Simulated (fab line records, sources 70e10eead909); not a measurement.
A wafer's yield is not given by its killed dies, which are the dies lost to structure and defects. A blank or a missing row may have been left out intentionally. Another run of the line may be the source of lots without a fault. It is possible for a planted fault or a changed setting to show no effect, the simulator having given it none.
fab line records :: flow nandHarc :: part 2 of 2: steps 24 to 30 of 30
record:
  lots: 7
  wafers: 21
  lastDay: 33
route steps=1302 shown A_CHANNEL_HOLE_D1@460
lots that met no fault: taken from a fault-free run of the same line
startH: hours from the record's opening day to when the first of the lot's shown wafers began :: waitH: hours since the lot's step before :: " the same as in the row above :: L1.1+2: a row that stands for several wafers :: - value missing, or start not given :: * or withheld: withheld :: < > ~ a bound
route shown NAME@n: names a module that has steps shown in the file, with the first one's number in the route :: usual: average and standard deviation across the fault-free wafers :: same: alike in all rows :: chamber/n: place in a boat :: sites: per-site readings :: _std_site: their standard deviation :: _edge_site: outer sites' mean less inner sites' :: radiusMm: for every site, how far away it sits from the centre of the wafer :: mask NAME#n: copy n :: behind: tool/chamber where the wafer was last shaped :: hold: reason for holding the lot/hours on hold/outcome of the hold :: device: transistor that didn't switch, given as n, p or np :: end of line: tests run on the same wafers once the route is complete :: step lacking rows: just its recipe :: killed: dies that structure and defects cost at the first sort, which is not the same as the wafer's yield :: map: shows each die of a wafer: x if killed, . if not, _ if none is there
set.NAME: the run value of the setting; set.NAME@STEP: its run value at that earlier step :: model.NAME: the simulator's own value behind a step, which no gauge read
lots at some steps of the route; a table a step, a row a wafer
services: when a tool's chamber went out of use (startH, in hours from the record's first day, below 0 if earlier), for how many hours, and the reason
== steps ==
step: NHARC_A_CHANNEL_HOLE_D1_ETCH_44
recipe:
  targetDepthA: 1400
  overetchA: 140
  timeS: 77
  ionEnergyEv: 100
  cf4FlowSccm: 80
  o2FlowSccm: 20
  arFlowSccm: 0
  rfW: 300
  biasW: 100
  chemistry: CF4/O2
usual:
  biasW: 100.01/0.28
  cf4FlowSccm: 80.00/0.24
  drypumpMotorCurrentA: 5.7/0.44
  oes_ar_750_au: 1.000/0.0044
  oesProductAu: 1.003/0.0074
  rfVppV: 197.8/1.3
  showerheadPlenumPTorr: 1.33/0.046
  throttleValvePct: 13.397/0.009
lot.wafer: L871.3
tool: rieDiel-09
chamber: 3
startH: 192.32
waitH: 0.1
biasW: 100.36
cf4FlowSccm: 80.01
drypumpMotorCurrentA: 5.6
oes_ar_750_au: 0.998
oesProductAu: 1.000
rfHoursCounterH: 11
rfVppV: 199.1
showerheadPlenumPTorr: 1.38
throttleValvePct: 13.386
model.A_CHANNEL_HOLE_D1.cdNm: 89.8

lot.wafer: L871.4
tool: rieDiel-09
chamber: 2
startH: 192.32
waitH: 0.1
biasW: 99.65
cf4FlowSccm: 80.04
drypumpMotorCurrentA: 5.2
oes_ar_750_au: 1.003
oesProductAu: 0.990
rfHoursCounterH: 9
rfVppV: 198.1
showerheadPlenumPTorr: 1.31
throttleValvePct: 13.403
model.A_CHANNEL_HOLE_D1.cdNm: 88.27

lot.wafer: L871.6
tool: rieDiel-09
chamber: 0
startH: 192.32
waitH: 0.1
biasW: 99.99
cf4FlowSccm: 79.60
drypumpMotorCurrentA: 5.2
oes_ar_750_au: 0.992
oesProductAu: 1.013
rfHoursCounterH: -
rfVppV: 197.7
showerheadPlenumPTorr: 1.33
throttleValvePct: 13.409
model.A_CHANNEL_HOLE_D1.cdNm: 88.79

lot.wafer: L882.3
tool: rieDiel-03
chamber: 3
startH: 298.12
waitH: 0.1
biasW: 100.29
cf4FlowSccm: 80.04
drypumpMotorCurrentA: 5.9
oes_ar_750_au: 0.999
oesProductAu: 1.010
rfHoursCounterH: 2
rfVppV: 198.8
showerheadPlenumPTorr: 1.40
throttleValvePct: 13.394
model.A_CHANNEL_HOLE_D1.cdNm: 98.61

lot.wafer: L882.4
tool: rieDiel-03
chamber: 1
startH: 298.12
waitH: 0.1
biasW: 100.29
cf4FlowSccm: 79.99
drypumpMotorCurrentA: 5.7
oes_ar_750_au: 1.009
oesProductAu: 1.011
rfHoursCounterH: 2
rfVppV: 196.8
showerheadPlenumPTorr: 1.28
throttleValvePct: 13.407
model.A_CHANNEL_HOLE_D1.cdNm: 95.29

lot.wafer: L882.6
tool: rieDiel-03
chamber: 3
startH: 298.12
waitH: 0.1
biasW: 99.99
cf4FlowSccm: 79.99
drypumpMotorCurrentA: 5.9
oes_ar_750_au: 0.992
oesProductAu: 1.008
rfHoursCounterH: -
rfVppV: 199.0
showerheadPlenumPTorr: 1.40
throttleValvePct: 13.396
model.A_CHANNEL_HOLE_D1.cdNm: 99.68

lot.wafer: L883.3
tool: rieDiel-08
chamber: 0
startH: 305.86
waitH: 0.1
biasW: 99.87
cf4FlowSccm: 80.19
drypumpMotorCurrentA: 5.0
oes_ar_750_au: 1.012
oesProductAu: 1.000
rfHoursCounterH: 9
rfVppV: 199.0
showerheadPlenumPTorr: 1.30
throttleValvePct: 13.400
model.A_CHANNEL_HOLE_D1.cdNm: 99.07

lot.wafer: L883.4
tool: rieDiel-08
chamber: 1
startH: 305.86
waitH: 0.1
biasW: 100.17
cf4FlowSccm: 79.62
drypumpMotorCurrentA: 6.5
oes_ar_750_au: 1.001
oesProductAu: 0.997
rfHoursCounterH: 10
rfVppV: 196.2
showerheadPlenumPTorr: 1.29
throttleValvePct: 13.409
model.A_CHANNEL_HOLE_D1.cdNm: 96.78

lot.wafer: L883.6
tool: rieDiel-08
chamber: 0
startH: 305.86
waitH: 0.1
biasW: 99.75
cf4FlowSccm: 80.03
drypumpMotorCurrentA: 5.0
oes_ar_750_au: 0.998
oesProductAu: 1.004
rfHoursCounterH: -
rfVppV: 196.8
showerheadPlenumPTorr: 1.30
throttleValvePct: 13.411
model.A_CHANNEL_HOLE_D1.cdNm: 96.11

lot.wafer: L884.4
tool: rieDiel-03
chamber: 3
startH: 307.83
waitH: 0.1
biasW: 100.08
cf4FlowSccm: 79.89
drypumpMotorCurrentA: 5.9
oes_ar_750_au: 1.000
oesProductAu: 1.016
rfHoursCounterH: 3
rfVppV: 199.6
showerheadPlenumPTorr: 1.40
throttleValvePct: 13.386
model.A_CHANNEL_HOLE_D1.cdNm: 99.99

lot.wafer: L884.1
tool: rieDiel-03
chamber: 1
startH: 307.83
waitH: 0.1
biasW: 100.01
cf4FlowSccm: 80.39
drypumpMotorCurrentA: 5.7
oes_ar_750_au: 1.008
oesProductAu: 0.992
rfHoursCounterH: 3
rfVppV: 197.6
showerheadPlenumPTorr: 1.28
throttleValvePct: 13.383
model.A_CHANNEL_HOLE_D1.cdNm: 99.08

lot.wafer: L884.3
tool: rieDiel-03
chamber: 2
startH: 307.83
waitH: 0.1
biasW: 100.19
cf4FlowSccm: 80.26
drypumpMotorCurrentA: 5.3
oes_ar_750_au: 1.005
oesProductAu: 0.998
rfHoursCounterH: 3
rfVppV: 198.7
showerheadPlenumPTorr: 1.40
throttleValvePct: 13.394
model.A_CHANNEL_HOLE_D1.cdNm: 96.16

lot.wafer: L891.2
tool: rieDiel-03
chamber: 3
startH: 383.25
waitH: 0.1
biasW: 99.86
cf4FlowSccm: 79.58
drypumpMotorCurrentA: 5.9
oes_ar_750_au: 0.998
oesProductAu: 1.012
rfHoursCounterH: 27
rfVppV: 199.4
showerheadPlenumPTorr: 1.39
throttleValvePct: 13.392
model.A_CHANNEL_HOLE_D1.cdNm: 89.83

lot.wafer: L891.4
tool: rieDiel-03
chamber: 0
startH: 383.25
waitH: 0.1
biasW: 99.66
cf4FlowSccm: 80.16
drypumpMotorCurrentA: 5.9
oes_ar_750_au: 1.000
oesProductAu: 0.999
rfHoursCounterH: 31
rfVppV: 196.1
showerheadPlenumPTorr: 1.26
throttleValvePct: 13.380
model.A_CHANNEL_HOLE_D1.cdNm: 90.59

lot.wafer: L891.5
tool: rieDiel-03
chamber: 1
startH: 383.25
waitH: 0.1
biasW: 99.72
cf4FlowSccm: 80.13
drypumpMotorCurrentA: 5.7
oes_ar_750_au: 1.002
oesProductAu: 0.995
rfHoursCounterH: -
rfVppV: 196.3
showerheadPlenumPTorr: 1.28
throttleValvePct: 13.376
model.A_CHANNEL_HOLE_D1.cdNm: 89.35

lot.wafer: L892.2
tool: rieDiel-08
chamber: 0
startH: 396.96
waitH: 0.1
biasW: 99.93
cf4FlowSccm: 80.61
drypumpMotorCurrentA: 5.0
oes_ar_750_au: 1.000
oesProductAu: 1.001
rfHoursCounterH: 1
rfVppV: 197.3
showerheadPlenumPTorr: 1.30
throttleValvePct: 13.399
model.A_CHANNEL_HOLE_D1.cdNm: 90.27

lot.wafer: L892.1
tool: rieDiel-08
chamber: 2
startH: 396.96
waitH: 0.1
biasW: 100.17
cf4FlowSccm: 80.23
drypumpMotorCurrentA: 5.9
oes_ar_750_au: 0.999
oesProductAu: 1.001
rfHoursCounterH: 1
rfVppV: 196.8
showerheadPlenumPTorr: 1.31
throttleValvePct: 13.396
model.A_CHANNEL_HOLE_D1.cdNm: 90.17

lot.wafer: L892.6
tool: rieDiel-08
chamber: 0
startH: 396.96
waitH: 0.1
biasW: 100.26
cf4FlowSccm: 80.47
drypumpMotorCurrentA: 5.1
oes_ar_750_au: 1.004
oesProductAu: 1.004
rfHoursCounterH: -
rfVppV: 197.7
showerheadPlenumPTorr: 1.30
throttleValvePct: 13.396
model.A_CHANNEL_HOLE_D1.cdNm: 89.63

lot.wafer: L893.2
tool: rieDiel-08
chamber: 2
startH: 402.35
waitH: 0.1
biasW: 100.04
cf4FlowSccm: 80.08
drypumpMotorCurrentA: 5.9
oes_ar_750_au: 0.999
oesProductAu: 1.007
rfHoursCounterH: 1
rfVppV: 197.7
showerheadPlenumPTorr: 1.31
throttleValvePct: 13.403
model.A_CHANNEL_HOLE_D1.cdNm: 89.03

lot.wafer: L893.3
tool: rieDiel-08
chamber: 3
startH: 402.35
waitH: 0.1
biasW: 99.95
cf4FlowSccm: 79.91
drypumpMotorCurrentA: 5.7
oes_ar_750_au: 0.999
oesProductAu: 0.990
rfHoursCounterH: 2
rfVppV: 198.2
showerheadPlenumPTorr: 1.38
throttleValvePct: 13.396
model.A_CHANNEL_HOLE_D1.cdNm: 87.16

lot.wafer: L893.5
tool: rieDiel-08
chamber: 3
startH: 402.35
waitH: 0.1
biasW: 100.14
cf4FlowSccm: 79.97
drypumpMotorCurrentA: 5.7
oes_ar_750_au: 0.997
oesProductAu: 0.998
rfHoursCounterH: -
rfVppV: 198.8
showerheadPlenumPTorr: 1.38
throttleValvePct: 13.409
model.A_CHANNEL_HOLE_D1.cdNm: 87.35
step: NHARC_A_CHANNEL_HOLE_D1_STRIP_27
recipe:
  o2FlowSccm: 500
  arFlowSccm: 0
  biasW: 0
  chemistry: O2
step: NHARC_A_CHANNEL_HOLE_D1_PRECLEAN_28
recipe:
  timeS: *
  tempC: 50
  bathAgeMin: 0
  chemistry: SC1
step: NHARC_A_CHANNEL_HOLE_D1_SRD_29
step: NHARC_A_CHANNEL_HOLE_D1_CD_MEAS_30
usual:
  cdNm: 89.7/1.3
lot.wafer: L871.3
tool: cdSem-02
chamber: -
startH: 193.13
waitH: -
cdNm: 90.3

lot.wafer: L871.4
tool: cdSem-02
chamber: -
startH: 193.13
waitH: -
cdNm: 88.0

lot.wafer: L871.6
tool: cdSem-02
chamber: -
startH: 193.13
waitH: -
cdNm: 88.9

lot.wafer: L882.3
tool: cdSem-02
chamber: -
startH: 298.92
waitH: -
cdNm: 0.4

lot.wafer: L882.4
tool: cdSem-02
chamber: -
startH: 298.92
waitH: -
cdNm: 0.4

lot.wafer: L882.6
tool: cdSem-02
chamber: -
startH: 298.92
waitH: -
cdNm: 0.7

lot.wafer: L883.3
tool: cdSem-02
chamber: -
startH: 306.66
waitH: -
cdNm: 0.8

lot.wafer: L883.4
tool: cdSem-02
chamber: -
startH: 306.66
waitH: -
cdNm: 0.7

lot.wafer: L883.6
tool: cdSem-02
chamber: -
startH: 306.66
waitH: -
cdNm: 1.8

lot.wafer: L884.1
tool: cdSem-02
chamber: -
startH: 308.66
waitH: 0.1
cdNm: 1.8

lot.wafer: L884.3
tool: cdSem-02
chamber: -
startH: 308.66
waitH: 0.1
cdNm: 1.6

lot.wafer: L884.4
tool: cdSem-02
chamber: -
startH: 308.66
waitH: 0.1
cdNm: 0.1

lot.wafer: L891.2
tool: cdSem-01
chamber: -
startH: 384.05
waitH: -
cdNm: 89.7

lot.wafer: L891.4
tool: cdSem-01
chamber: -
startH: 384.05
waitH: -
cdNm: 90.6

lot.wafer: L891.5
tool: cdSem-01
chamber: -
startH: 384.05
waitH: -
cdNm: 89.3

lot.wafer: L892.1
tool: cdSem-03
chamber: -
startH: 397.75
waitH: -
cdNm: 90.2

lot.wafer: L892.2
tool: cdSem-03
chamber: -
startH: 397.75
waitH: -
cdNm: 89.3

lot.wafer: L892.6
tool: cdSem-03
chamber: -
startH: 397.75
waitH: -
cdNm: 90.3

lot.wafer: L893.2
tool: cdSem-02
chamber: -
startH: 403.15
waitH: -
cdNm: 88.2

lot.wafer: L893.3
tool: cdSem-02
chamber: -
startH: 403.15
waitH: -
cdNm: 87.7

lot.wafer: L893.5
tool: cdSem-02
chamber: -
startH: 403.15
waitH: -
cdNm: 88.1
step: NHARC_A_CHANNEL_HOLE_D1_XSEM_31
recipe:
  landingEnergyEv: 35000
usual:
  botCdNm: 74.3/1.5
  bowNm: 8.51/0.29
  tiltDeg: 0.069/0.03
lot.wafer: L871.3
tool: xsem-01
chamber: 0
startH: 193.22
waitH: 0.1
botCdNm: 74.2
bowNm: 8.74
tiltDeg: 0.066

lot.wafer: L871.4
tool: xsem-01
chamber: 0
startH: 193.22
waitH: 0.1
botCdNm: 71.7
bowNm: 8.77
tiltDeg: 0.067

lot.wafer: L871.6
tool: xsem-01
chamber: 0
startH: 193.22
waitH: 0.1
botCdNm: 73.0
bowNm: 8.75
tiltDeg: 0.067

lot.wafer: L882.3
tool: xsem-02
chamber: 0
startH: 299.01
waitH: 0.1
botCdNm: 0.6
bowNm: 0.45
tiltDeg: 0.051

lot.wafer: L882.4
tool: xsem-02
chamber: 0
startH: 299.01
waitH: 0.1
botCdNm: 0.0
bowNm: 0.46
tiltDeg: 0.054

lot.wafer: L882.6
tool: xsem-02
chamber: 0
startH: 299.01
waitH: 0.1
botCdNm: 0.8
bowNm: 0.46
tiltDeg: 0.052

lot.wafer: L883.3
tool: xsem-01
chamber: 0
startH: 306.75
waitH: 0.1
botCdNm: 1.3
bowNm: 0.01
tiltDeg: 0.062

lot.wafer: L883.4
tool: xsem-01
chamber: 0
startH: 306.75
waitH: 0.1
botCdNm: 1.1
bowNm: 0.01
tiltDeg: 0.060

lot.wafer: L883.6
tool: xsem-01
chamber: 0
startH: 306.75
waitH: 0.1
botCdNm: 1.7
bowNm: 0.01
tiltDeg: 0.060

lot.wafer: L884.1
tool: xsem-02
chamber: 0
startH: 308.75
waitH: 0.1
botCdNm: 2.5
bowNm: 0.96
tiltDeg: 0.047

lot.wafer: L884.3
tool: xsem-02
chamber: 0
startH: 308.75
waitH: 0.1
botCdNm: 2.7
bowNm: 0.96
tiltDeg: 0.045

lot.wafer: L884.4
tool: xsem-02
chamber: 0
startH: 308.75
waitH: 0.1
botCdNm: 1.4
bowNm: 0.97
tiltDeg: 0.045

lot.wafer: L891.2
tool: xsem-02
chamber: 0
startH: 384.14
waitH: 0.1
botCdNm: 74.3
bowNm: 8.59
tiltDeg: 0.018

lot.wafer: L891.4
tool: xsem-02
chamber: 0
startH: 384.14
waitH: 0.1
botCdNm: 75.9
bowNm: 8.65
tiltDeg: 0.020

lot.wafer: L891.5
tool: xsem-02
chamber: 0
startH: 384.14
waitH: 0.1
botCdNm: 74.0
bowNm: 8.59
tiltDeg: 0.021

lot.wafer: L892.1
tool: xsem-02
chamber: 0
startH: 397.84
waitH: 0.1
botCdNm: 74.3
bowNm: 8.30
tiltDeg: 0.075

lot.wafer: L892.2
tool: xsem-02
chamber: 0
startH: 397.84
waitH: 0.1
botCdNm: 73.9
bowNm: 8.29
tiltDeg: 0.075

lot.wafer: L892.6
tool: xsem-02
chamber: 0
startH: 397.84
waitH: 0.1
botCdNm: 74.6
bowNm: 8.32
tiltDeg: 0.074

lot.wafer: L893.2
tool: xsem-02
chamber: 0
startH: 403.24
waitH: 0.1
botCdNm: 72.4
bowNm: 8.15
tiltDeg: 0.029

lot.wafer: L893.3
tool: xsem-02
chamber: 0
startH: 403.24
waitH: 0.1
botCdNm: 71.7
bowNm: 8.06
tiltDeg: 0.027

lot.wafer: L893.5
tool: xsem-02
chamber: 0
startH: 403.24
waitH: 0.1
botCdNm: 71.9
bowNm: 8.02
tiltDeg: 0.027
step: NHARC_A_CHANNEL_HOLE_D1_INSPECT_40
usual:
  rawDefectCount: 69/23
lot.wafer: L871.3
tool: defectInspect-01
chamber: -
startH: 193.31
waitH: -
rawDefectCount: 53

lot.wafer: L871.4
tool: defectInspect-01
chamber: -
startH: 193.31
waitH: -
rawDefectCount: 49

lot.wafer: L871.6
tool: defectInspect-01
chamber: -
startH: 193.31
waitH: -
rawDefectCount: 48

lot.wafer: L882.3
tool: defectInspect-01
chamber: -
startH: 299.10
waitH: -
rawDefectCount: 30

lot.wafer: L882.4
tool: defectInspect-01
chamber: -
startH: 299.10
waitH: -
rawDefectCount: 25

lot.wafer: L882.6
tool: defectInspect-01
chamber: -
startH: 299.10
waitH: -
rawDefectCount: 66

lot.wafer: L883.3
tool: defectInspect-02
chamber: -
startH: 306.84
waitH: -
rawDefectCount: 54

lot.wafer: L883.4
tool: defectInspect-02
chamber: -
startH: 306.84
waitH: -
rawDefectCount: 86

lot.wafer: L883.6
tool: defectInspect-02
chamber: -
startH: 306.84
waitH: -
rawDefectCount: 71

lot.wafer: L884.1
tool: defectInspect-02
chamber: -
startH: 308.85
waitH: -
rawDefectCount: 96

lot.wafer: L884.3
tool: defectInspect-02
chamber: -
startH: 308.85
waitH: -
rawDefectCount: 88

lot.wafer: L884.4
tool: defectInspect-02
chamber: -
startH: 308.85
waitH: -
rawDefectCount: 74

lot.wafer: L891.2
tool: defectInspect-02
chamber: -
startH: 384.23
waitH: -
rawDefectCount: 78

lot.wafer: L891.4
tool: defectInspect-02
chamber: -
startH: 384.23
waitH: -
rawDefectCount: 66

lot.wafer: L891.5
tool: defectInspect-02
chamber: -
startH: 384.23
waitH: -
rawDefectCount: 66

lot.wafer: L892.1
tool: defectInspect-02
chamber: -
startH: 397.94
waitH: -
rawDefectCount: 64

lot.wafer: L892.2
tool: defectInspect-02
chamber: -
startH: 397.94
waitH: -
rawDefectCount: 64

lot.wafer: L892.6
tool: defectInspect-02
chamber: -
startH: 397.94
waitH: -
rawDefectCount: 45

lot.wafer: L893.2
tool: defectInspect-01
chamber: -
startH: 403.34
waitH: -
rawDefectCount: 56

lot.wafer: L893.3
tool: defectInspect-01
chamber: -
startH: 403.34
waitH: -
rawDefectCount: 56

lot.wafer: L893.5
tool: defectInspect-01
chamber: -
startH: 403.34
waitH: -
rawDefectCount: 48
== services ==
tool: rieDiel-03
chamber: 2
startH: 162.43
hours: 8.3
kind: repair

tool: rieDiel-09
chamber: 1
startH: 163.70
hours: 5.1
kind: repair

tool: rieDiel-08
chamber: -
startH: 190.80
hours: 9.0
kind: pm

tool: rieDiel-03
chamber: -
startH: 210.27
hours: 0.7
kind: repair

tool: rieDiel-09
chamber: -
startH: 246.98
hours: 0.6
kind: repair

tool: rieDiel-03
chamber: 3
startH: 255.45
hours: 1.2
kind: repair

tool: rieDiel-09
chamber: 2
startH: 267.48
hours: 1.5
kind: repair

tool: rieDiel-09
chamber: -
startH: 271.26
hours: 0.3
kind: repair

tool: rieDiel-08
chamber: 0
startH: 276.23
hours: 10.9
kind: repair

tool: rieDiel-03
chamber: -
startH: 282.37
hours: 9.0
kind: pm

tool: rieDiel-03
chamber: -
startH: 292.59
hours: 0.1
kind: repair

tool: rieDiel-09
chamber: 3
startH: 302.68
hours: 8.3
kind: repair

tool: rieDiel-09
chamber: -
startH: 325.77
hours: 9.0
kind: pm

tool: harEtch-02
chamber: 0
startH: 340.56
hours: -
kind: consumableReplace:focusRing

tool: harEtch-02
chamber: 0
startH: 340.56
hours: 17.0
kind: scheduledDown

tool: rieDiel-08
chamber: 2
startH: 346.67
hours: 1.5
kind: repair

tool: rieDiel-09
chamber: 1
startH: 355.22
hours: 3.2
kind: repair

tool: rieDiel-08
chamber: -
startH: 367.80
hours: 9.0
kind: pm

tool: rieDiel-03
chamber: 2
startH: 369.93
hours: 12.0
kind: repair

tool: rieDiel-03
chamber: 3
startH: 370.39
hours: 2.1
kind: repair

tool: xsem-01
chamber: -
startH: 374.00
hours: 14.0
kind: pm

tool: harEtch-02
chamber: -
startH: 380.62
hours: 17.0
kind: pm

tool: rieDiel-09
chamber: -
startH: 387.69
hours: 0.7
kind: repair

tool: rieDiel-03
chamber: -
startH: 395.41
hours: 1.0
kind: repair
== key ==
firstSign:
  step: NHARC_A_CHANNEL_HOLE_D1_ETCH_20
  reading: toolRecord
  direction: missing
effect:
  step: NHARC_A_CHANNEL_HOLE_D1_CD_MEAS_30
  reading: cdNm
  direction: down
  sigmas: 70
  usual: 89.7
  struck: 0.9
effect:
  step: NHARC_A_CHANNEL_HOLE_D1_XSEM_31
  reading: botCdNm
  direction: down
  sigmas: 50
  usual: 74.3
  struck: 1.4
modelEffect:
  step: NHARC_A_CHANNEL_HOLE_D1_ETCH_44
  value: A_CHANNEL_HOLE_D1.cdNm
  without: 90.8
  struck: 97.86
metAt NHARC_A_CHANNEL_HOLE_D1_ETCH_20
struckWafers L882.3,L882.4,L882.6,L883.3,L883.4,L883.6,L884.1,L884.3,L884.4
laterRowsLeftOut L882.3,L882.4,L882.6,L883.3,L883.4,L883.6,L884.1,L884.3,L884.4
sortLeftOut L882.3,L882.4,L882.6,L883.3,L883.4,L883.6,L884.1,L884.3,L884.4
testerLeftOut L882,L883,L884
onsetBetween 187.77 293.61
fault:
  kind: skippedStepWhole
  tool: harEtch-01,harEtch-02
  chamber: -
  onsetH: 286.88
  steps: NHARC_A_CHANNEL_HOLE_D1_ETCH_20
  scope: struckLotsOnly
testerLeftOut: of these lots the tester's yield and bins aren't shown, on N5 and GAA mostly nor the transistor test; their killed dies are dies lost to structure and defects alone, not to doping, threshold or leakage, so they don't give the yield
sortLeftOut: the simulated sort isn't trusted on such a fault, so these wafers' sort isn't shown, and their yield isn't known
laterRowsLeftOut: the simulator's readings of these wafers behind a module that went badly wrong aren't trusted and aren't shown, but for the sort
